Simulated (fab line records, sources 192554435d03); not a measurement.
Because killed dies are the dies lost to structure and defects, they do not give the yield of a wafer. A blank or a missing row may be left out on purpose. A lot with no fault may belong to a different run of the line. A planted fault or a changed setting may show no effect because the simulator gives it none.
Which tool was responsible? + flow n5_finfet + Sampling: 11 lots, 33 wafers, 5 of 1938 route steps

== WHAT THE GAUGES READ, wafer by wafer ==
N5_BEOL_M9_OCD_MEAS_38.
| lot  | measured     | on     | trench_depth_nm (nm) |
|------|--------------|--------|----------------------|
| L123 | day 10 02:39 | ocd-01 | 148.3 149.6 147.7    |
| L122 | day 10 04:29 | ocd-02 | 150.2 151.8 151.4    |
| L124 | day 10 14:47 | ocd-01 | 151.7 150.0 153.2    |
| L125 | day 10 22:05 | ocd-01 | 148.5 149.7 152.9    |
| L126 | day 11 03:35 | ocd-02 | 153.8 150.6 148.2    |
| L128 | day 11 18:59 | ocd-01 | 150.3 147.2 148.0    |
| L127 | day 11 22:40 | ocd-02 | 154.0 150.0 152.5    |
| L129 | day 12 01:36 | ocd-01 | 148.5 148.7 153.4    |
| L133 | day 13 04:04 | ocd-02 | 105.5 107.0 107.4    |
| L134 | day 13 06:08 | ocd-01 | 105.2 102.8 103.7    |
| L135 | day 13 18:04 | ocd-02 | 106.8 103.6 107.1    |

== EACH LOT AND THE TOOL THAT RAN IT (in order: tool; ch and the chambers of the sampled wafers; start) ==
| lot  | N5_BEOL_M9_STRIP_19                | N5_BEOL_M9_DESCUM_33               | N5_BEOL_M9_STRIP_36                | N5_BEOL_M9_TRENCH_ETCH_37          |
|------|------------------------------------|------------------------------------|------------------------------------|------------------------------------|
| L123 | rie_diel-04 ch 0,3, day 10 01:31   | rie_diel-01 ch 2,3, day 10 02:11   | rie_diel-01 ch 2,3, day 10 02:26   | rie_diel-01 ch 2,3, day 10 02:28   |
| L122 | rie_diel-06 ch 2,3, day 10 03:31   | rie_diel-04 ch 0,2,3, day 10 04:01 | rie_diel-04 ch 0,2,3, day 10 04:16 | rie_diel-04 ch 0,2,3, day 10 04:19 |
| L124 | rie_diel-06 ch 0,1,2, day 10 13:48 | rie_diel-06 ch 1,2,3, day 10 14:20 | rie_diel-06 ch 1,2,3, day 10 14:35 | rie_diel-06 ch 1,2,3, day 10 14:37 |
| L125 | rie_diel-01 ch 0,1,3, day 10 21:08 | rie_diel-06 ch 0,1, day 10 21:37   | rie_diel-06 ch 0,1, day 10 21:52   | rie_diel-06 ch 0,1, day 10 21:54   |
| L126 | rie_diel-01 ch 1,3, day 11 02:34   | rie_diel-06 ch 0,1,2, day 11 03:08 | rie_diel-06 ch 0,1,2, day 11 03:22 | rie_diel-06 ch 0,1,2, day 11 03:25 |
| L128 | rie_diel-01 ch 0,1,3, day 11 14:02 | rie_diel-01 ch 0,1, day 11 18:32   | rie_diel-01 ch 0,1, day 11 18:47   | rie_diel-01 ch 0,1, day 11 18:49   |
| L127 | rie_diel-06 ch 1,2, day 11 19:44   | rie_diel-06 ch 0,3, day 11 22:13   | rie_diel-06 ch 0,3, day 11 22:27   | rie_diel-06 ch 0,3, day 11 22:29   |
| L129 | rie_diel-06 ch 1,2,3, day 11 23:29 | rie_diel-01 ch 0,1,2, day 12 01:08 | rie_diel-01 ch 0,1,2, day 12 01:23 | rie_diel-01 ch 0,1,2, day 12 01:26 |
| L133 | rie_diel-04 ch 0,2,3, day 13 02:51 | rie_diel-06 ch 1,3, day 13 03:37   | rie_diel-06 ch 1,3, day 13 03:51   | rie_diel-06 ch 1,3, day 13 03:53   |
| L134 | rie_diel-06 ch 0,1, day 13 03:30   | rie_diel-04 ch 2,3, day 13 05:41   | rie_diel-04 ch 2,3, day 13 05:55   | rie_diel-04 ch 2,3, day 13 05:58   |
| L135 | rie_diel-01 ch 2,3, day 13 15:29   | rie_diel-06 ch 0,3, day 13 17:37   | rie_diel-06 ch 0,3, day 13 17:52   | rie_diel-06 ch 0,3, day 13 17:54   |
- N5_BEOL_M9_STRIP_19: strips in O2.
- N5_BEOL_M9_DESCUM_33: chemistry O2, time 7 s.
- N5_BEOL_M9_STRIP_36: strips in N2/H2.
- N5_BEOL_M9_TRENCH_ETCH_37: etches SiCOH lowk in C4F6/O2, target depth 151.43 nm, time 49 s.

== THE ANSWER, worked out from the rows above alone ==
Rule: the usual values come from the lots themselves. The widest of any qualifying gaps counts: lots, ordered by their means at a reading, are off when they make up no more than a third of the lots, leave a main group of 4 or more, and stand apart from it by 3 or more times the standard deviation of that group's means. A main group whose means are all the same, to the digits that the tables above print for the reading, isn't used. Also off: a lot with no number at a reading for which 4 or more lots have one. Any other lot the step has rows for is counted as sound.
Off at N5_BEOL_M9_OCD_MEAS_38 (trench_depth_nm): L133, L134, L135. Mean 150.4 nm and standard deviation 1.3 in the main group.
A tool fits if, at a process step before that reading, it ran every lot that is off, and no sound lot after the first of them. The gauges at N5_BEOL_M9_OCD_MEAS_38 are tried like those tools. No candidate that was tried fits.

== WHAT WAS PUT IN BY THE SIMULATOR ==
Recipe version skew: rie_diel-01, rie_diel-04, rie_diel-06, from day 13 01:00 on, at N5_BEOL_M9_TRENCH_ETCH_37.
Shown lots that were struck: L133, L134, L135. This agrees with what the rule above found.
